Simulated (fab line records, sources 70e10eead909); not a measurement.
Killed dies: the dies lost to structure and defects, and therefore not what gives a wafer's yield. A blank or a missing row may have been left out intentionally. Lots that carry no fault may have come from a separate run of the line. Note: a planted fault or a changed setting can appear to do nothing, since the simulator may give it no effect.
A lot that was struck, set against a sound lot || flow nand harc || 13 steps out of a route of 1159
Sound: wafers L161.1, L161.3, L161.5. Wafers L175.1, L175.3, L175.4 were the ones struck. The cause is named last.
For every step that has rows: the tool of each side, followed by ch and its chambers, followed by its first start. Under that, the readings that differ: sound wafers || struck wafers || difference of the means || sigmas: that difference in standard deviations of wafers without a fault.
alike: a reading whose means differ by less than 2 such deviations, as well as words and numbers matching on both sides. not compared: withheld readings; readings where some wafer has no value; bounds like >300 that might hide an equal value; numbers whose values overlap and for which the record gives no deviation.
The two part at a step that has a row with sigmas, a row that says differs or no value, or rows on one side only. When numbers do not overlap yet have no deviation, they are printed without sigmas and do not part them. A reading missing from all wafers of one side parts the sides only when that side holds two or more wafers.

first, 5 steps without rows for these wafers: NHARC_A_STAIRCASE_EBR_180; NHARC_A_STAIRCASE_EXPOSE_181 (exposes mask STAIR 2); NHARC_A_STAIRCASE_PEB_182 (peb time 130 s); NHARC_A_STAIRCASE_DEVELOP_183 (time 140 s); NHARC_A_STAIRCASE_HARDBAKE_185 (time 140 s).
NHARC_A_STAIRCASE_DESCUM_186: chemistry O2, time 3 s.
  sound on rie diel-11 ch 0,2,3, day 12 00:56; struck on rie diel-02 ch 0,1,2, day 15 11:21
  alike: drypump motor current A, oes product au, rf vpp V, showerhead plenum p Torr, throttle valve pct
  not compared: rf hours counter h
then, 2 steps without rows for these wafers: NHARC_A_STAIRCASE_TRIM_187 (chemistry O2, time 211.2 s); NHARC_A_STAIRCASE_ETCH_188 (etches the open film in C4F8/O2, target depth 100 nm, time 40.5 s).
NHARC_A_STAIRCASE_TRIM_189: chemistry O2, time 211.2 s.
  sound on rie diel-11 ch 1,3; struck on rie diel-02 ch 1,2,3
  alike: drypump motor current A, oes product au, rf vpp V, showerhead plenum p Torr, throttle valve pct
  not compared: rf hours counter h
NHARC_A_STAIRCASE_ETCH_190: etches the open film in C4F8/O2, target depth 100 nm, time 40.5 s.
  sound on rie diel-11 ch 0,1,2; struck on rie diel-02 ch 0,1,2
  alike: bias w, oes product au, rf vpp V, run length s
  not compared: rf hours counter h
NHARC_A_STAIRCASE_TRIM_191: chemistry O2, time 211.2 s.
  sound on rie diel-11 ch 1,3; struck on rie diel-02 ch 0,1,2
{"reading": "oes product au (a.u.)", "sound": "0.991 0.975 0.974", "struck": "0.998 1.016 1.023", "difference": "+0.032", "sigmas": "+2"}
  alike: drypump motor current A, rf vpp V, showerhead plenum p Torr, throttle valve pct
  not compared: rf hours counter h
NHARC_A_STAIRCASE_ETCH_192: etches the open film in C4F8/O2, target depth 100 nm, time 40.5 s.
  sound on rie diel-11 ch 0,1,2, day 12 01:38; struck on rie diel-02 ch 0,2,3, day 15 12:17
{"reading": "run length s (s)", "sound": "61.94 61.65 61.94", "struck": "74.66 74.93 75.23", "difference": "+13.10", "sigmas": "+44"}
  alike: bias w, oes product au, rf vpp V
  not compared: rf hours counter h
NHARC_A_STAIRCASE_TRIM_193: chemistry O2, time 211.2 s.
  sound on rie diel-11 ch 0,1,2; struck on rie diel-02 ch 1,2,3
  alike: drypump motor current A, oes product au, rf vpp V, showerhead plenum p Torr, throttle valve pct
  not compared: rf hours counter h

## WHERE THEY PART
Earliest at NHARC_A_STAIRCASE_TRIM_191; latest, in this record, at NHARC_A_STAIRCASE_ETCH_192. Later steps at which nothing parts them and some readings are alike: NHARC_A_STAIRCASE_TRIM_193.

WHY: what the simulator had put in
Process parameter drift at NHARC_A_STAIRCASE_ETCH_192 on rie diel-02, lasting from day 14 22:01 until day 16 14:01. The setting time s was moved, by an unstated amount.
